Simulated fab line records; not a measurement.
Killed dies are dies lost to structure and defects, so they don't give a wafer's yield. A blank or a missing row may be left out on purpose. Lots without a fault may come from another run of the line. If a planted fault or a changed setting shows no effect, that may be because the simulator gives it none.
One fault seen from 2 desks ; flow nand harc ; numbers are kept per desk, each desk with only its own; the story behind them comes last

DESK OF THE TOOL OWNER: ald hk-03
The tool's own readings at NHARC_A_CHANNEL_FILL_D1_ALD_25 (deposits SiOx, target thk 60 nm, pulse time 10 s, ald cycles 600): means of the sampled wafers that have a number, for each lot that ran on this tool. The brackets show how far a lot's mean lies from the usual mean; more than 4 standard deviations puts the lot out of limits, marked OUT.
Columns: A = heater power outer w at NHARC_A_CHANNEL_FILL_D1_ALD_25, usual 256 W; B = heater power w at NHARC_A_CHANNEL_FILL_D1_ALD_25, usual 465 W; C = precursor pulse height rel at NHARC_A_CHANNEL_FILL_D1_ALD_25, usual 0.998
lot;first seen here;A;B;C
L606;day 12 00:41;257;448;0.986
L608;day 12 21:00;243;448;0.985
L611;day 14 00:11;231;418;0.984
This desk's verdict: no lot among the 3 shows anything out of limits.

THE METROLOGY DESK
Means of the sampled wafers that have a number, per lot and without regard to the tool the lot ran on: this is what the gauges read. The brackets show how far a lot's mean lies from the usual mean; more than 4 standard deviations puts the lot out of limits, marked OUT.
Columns: A = cd nm at NHARC_A_CHANNEL_HOLE_D1_CD_MEAS_18, usual 99 nm
lot;first seen here;A
L602;day 8 17:49;101
L606;day 10 03:25;96
L605;day 10 03:46;103
L607;day 10 20:53;99
L608;day 11 03:05;98
L609;day 11 14:02;98
L610;day 11 21:15;103
L611;day 12 02:58;97
L614;day 14 01:30;100
L615;day 14 17:56;101
L622;day 16 15:55;98
L623;day 17 10:35;102
L624;day 17 14:04;97
L625;day 17 22:36;101
This desk's verdict: no lot among the 14 shows anything out of limits.

TAKEN TOGETHER
The desk of the tool owner found nothing out of limits.
Metrology desk: nothing out of limits seen.

WHAT WAS PUT IN BY THE SIMULATOR
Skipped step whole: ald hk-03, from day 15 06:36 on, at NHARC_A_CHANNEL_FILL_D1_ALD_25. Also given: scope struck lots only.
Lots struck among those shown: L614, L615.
